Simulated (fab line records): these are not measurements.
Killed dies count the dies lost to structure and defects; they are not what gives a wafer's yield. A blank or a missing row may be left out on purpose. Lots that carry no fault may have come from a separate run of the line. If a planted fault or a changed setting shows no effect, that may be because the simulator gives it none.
Lot-split experiment	flow n5_finfet	21 wafers read across 7 lots, on a route 1938 steps long

== ON THE SPLIT ==
At N5_BEOL_M3_COAT_76 (time 60 s, resist thk 5 nm), the setting spin_rpm was moved away from the recipe's 1500 rpm on 8 of the 21 wafers read, by -9.3% to +6.7%. For the rest of the wafers, this setting stayed at what the recipe calls for.

== FROM THE SPLIT TO THE READING: what the file shows between them, 3 steps ==
- N5_BEOL_M3_COAT_22: resist thk 30 nm
- N5_BEOL_M3_EBR_24
- N5_BEOL_M3_DESCUM_33: chemistry O2, time 7 s

== THE READING ==
etch.depth_nm (the simulator's own value, which no gauge read), in nm, at N5_BEOL_M3_ETCH_77 (etches underlayer in N2/H2, target depth 6.5 nm, time 5.2 s). There is no usual value for it anywhere in the file. Across the 13 wafers here that went through the recipe, the average is 4.995 nm and the standard deviation 0.0099 nm.

wafer	tool, chamber at the split	spin_rpm as run, rpm	against the recipe	etch.depth_nm, nm	against lot-mates on the recipe
L074.2	litho_track-03, 0	1500	recipe	4.992	-
L074.3	litho_track-03, 0	1391	-7.3%	5.192	+0.200
L074.6	litho_track-03, 0	1391	-7.3%	5.198	+0.206
L081.3	litho_track-05, 0	1500	recipe	5.003	-
L081.4	litho_track-05, 0	1361	-9.3%	5.253	+0.250
L081.6	litho_track-05, 0	1361	-9.3%	5.281	+0.278
L084.1	litho_track-02, 0	1500	recipe	4.98	-
L084.3	litho_track-02, 0	1586	+5.7%	4.847	-0.133
L084.4	litho_track-02, 0	1586	+5.7%	4.852	-0.128
L087.1	litho_track-05, 0	1600	+6.7%	4.819	-0.162
L087.2	litho_track-05, 0	1500	recipe	4.981	-
L087.5	litho_track-05, 0	1600	+6.7%	4.814	-0.167
L090.2	litho_track-02, 0	1500	recipe	5.001	-
L090.5	litho_track-02, 0	1500	recipe	5.01	-
L090.6	litho_track-02, 0	1500	recipe	4.999	-
L091.1	litho_track-03, 0	1500	recipe	4.996	-
L091.3	litho_track-03, 0	1500	recipe	4.978	-
L091.6	litho_track-03, 0	1500	recipe	5.007	-
L093.2	litho_track-03, 0	1500	recipe	4.998	-
L093.3	litho_track-03, 0	1500	recipe	4.989	-
L093.4	litho_track-03, 0	1500	recipe	5.001	-

THE FIT
A straight line over all 21 wafers: etch.depth_nm changes by -0.0277 nm for each +1% of spin_rpm; r = -1.00; the points scatter about the line by 0.011 nm.
The same after taking each lot's own level away (the mean of its wafers on the recipe; 21 wafers): -0.0266 nm for each +1%; r = -1.00; scatter 0.011 nm.
Per that fit: largest spin_rpm move, reading shift of 0.25 nm.
Measured against the standard deviation above, the lots' own levels, which go from 4.9800 to 5.0033 nm, span 2.3 times it.
Hence the lot-to-lot level has little effect on the slope; both slopes agree.
Check: with one of the wafers moved furthest among these (-9.3%) left out of the fit, the line predicts +0.253 nm for it against its lot-mates. It came out at +0.25 nm against them.

== THE WHOLE CHAIN: every reading that the file lists as answering this split, in the file's order ==
step	what it does	reading	change (the file's fit)	r (the file's)
N5_BEOL_M3_ETCH_77	etches underlayer in N2/H2, target depth 6.5 nm, time 5.2 s	etch_rf_on_time_s	withheld for each +1% of the setting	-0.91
N5_BEOL_M3_ETCH_77	etches underlayer in N2/H2, target depth 6.5 nm, time 5.2 s	etch.depth_nm (the simulator's own value, which no gauge read)	-0.0267 nm for each +1% of the setting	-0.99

== THE FILE'S OWN FIT ==
etch.depth_nm changes by -0.0267 nm for each +1% of spin_rpm, r = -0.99.
